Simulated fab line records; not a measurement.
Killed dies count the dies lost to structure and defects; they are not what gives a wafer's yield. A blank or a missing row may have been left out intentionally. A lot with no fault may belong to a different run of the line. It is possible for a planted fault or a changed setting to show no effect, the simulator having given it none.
2 desks looking at one fault / flow n5-finfet / every desk sees just its own numbers, and what lay behind them comes last

AT THE METROLOGY DESK
Lot by lot, what the gauges showed, no matter which tool ran the lot: averages of those sampled wafers that carry a number. Marked OUT: a lot whose mean sits more than 4 standard deviations from the usual mean, which makes it out of limits; the brackets give that distance. Only the readings that lie furthest out on some lot appear, 7 of the 11 it has.
Columns: A = DIBL_N at N5_BEOL_M4_RC_MEAS_101, usual 36.1 mV/V; B = IOFF_N at N5_BEOL_M4_RC_MEAS_101, usual 0.162 nA/um; C = IOFF_P at N5_BEOL_M4_RC_MEAS_101, usual 0.22 nA/um; D = ION_N at N5_BEOL_M4_RC_MEAS_101, usual 674 uA/um; E = ION_P at N5_BEOL_M4_RC_MEAS_101, usual 464 uA/um; F = SS_P at N5_BEOL_M4_RC_MEAS_101, usual 73.4 mV/dec; G = VT_N at N5_BEOL_M4_RC_MEAS_101, usual 249.4 mV
lot=L427; first seen here=day 6 09:45; A=36.8; B=0.137; C=0.19; D=659; E=453; F=73.5; G=253.3
lot=L428; first seen here=day 6 18:52; A=36.2; B=0.169; C=0.23; D=682; E=470; F=73.5; G=247.8
lot=L430; first seen here=day 7 04:24; A=37.2; B=0.196; C=0.26; D=682; E=469; F=74.1; G=246.4
lot=L436; first seen here=day 8 13:57; A=37.1; B=0.183; C=0.26; D=686; E=472; F=73.9; G=246.1
lot=L438; first seen here=day 9 07:19; A=36.5; B=0.169; C=0.23; D=674; E=462; F=73.3; G=249.0
lot=L444; first seen here=day 10 20:05; A=35.4; B=0.156; C=0.22; D=674; E=465; F=73.1; G=249.0
lot=L443; first seen here=day 10 20:49; A=35.8; B=0.140; C=0.19; D=666; E=458; F=73.1; G=252.9
lot=L447; first seen here=day 11 11:43; A=37.9; B=0.192; C=0.24; D=684; E=469; F=73.8; G=247.6
lot=L448; first seen here=day 12 01:42; A=35.3; B=0.136; C=0.21; D=671; E=465; F=72.9; G=250.7
lot=L450; first seen here=day 12 05:05; A=35.7; B=0.156; C=0.21; D=672; E=462; F=72.9; G=250.1
Finding of this desk: none of the 10 lots has anything out of limits.

DESK OF THE TOOL OWNER: litho-track-03
The tool's own readings at N5_BEOL_M2_COAT_61 (time 60 s, resist thk 60 nm): means of the sampled wafers that have a number, for each lot that ran on this tool. Marked OUT: a lot whose mean sits more than 4 standard deviations from the usual mean, which makes it out of limits; the brackets give that distance.
Columns: A = dispense-pressure-kPa at N5_BEOL_M2_COAT_61, usual 55 kPa; B = heater-power-total-W at N5_BEOL_M2_COAT_61, usual 500.9 W; C = plate-temp-C at N5_BEOL_M2_COAT_61, usual 249.99 C
lot=L427; first seen here=day 6 09:29; A=55; B=499.5; C=250.11
lot=L428; first seen here=day 6 18:35; A=55; B=499.7; C=250.06
lot=L430; first seen here=day 7 04:01; A=55; B=500.1; C=250.27
lot=L436; first seen here=day 8 13:41; A=55; B=522.6 (+12) OUT; C=258.28 (+44) OUT
lot=L438; first seen here=day 9 06:55; A=55; B=520.1 (+11) OUT; C=258.16 (+43) OUT
Finding of this desk: L436, L438 out of limits; the first was L436 at day 8 13:41, on heater-power-total-W at N5_BEOL_M2_COAT_61. L427, L428, L430: within limits.

PUT TOGETHER
The tool owner's desk had the chance to raise an alarm at day 8 13:41 on L436, L438.
From the metrology desk's view, nothing was out of limits.
The metrology desk has L436, L438 on record, within its limits.
The lots listed all ran N5_BEOL_M2_COAT_61 on litho-track-03.

WHAT THE SIMULATOR PUT IN
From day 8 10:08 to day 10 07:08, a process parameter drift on litho-track-03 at N5_BEOL_M2_COAT_61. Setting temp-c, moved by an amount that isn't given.
Struck lots among those shown: L436, L438.
Each desk's first reading out of limits, in hours after the fault started: the tool owner's desk, 4.
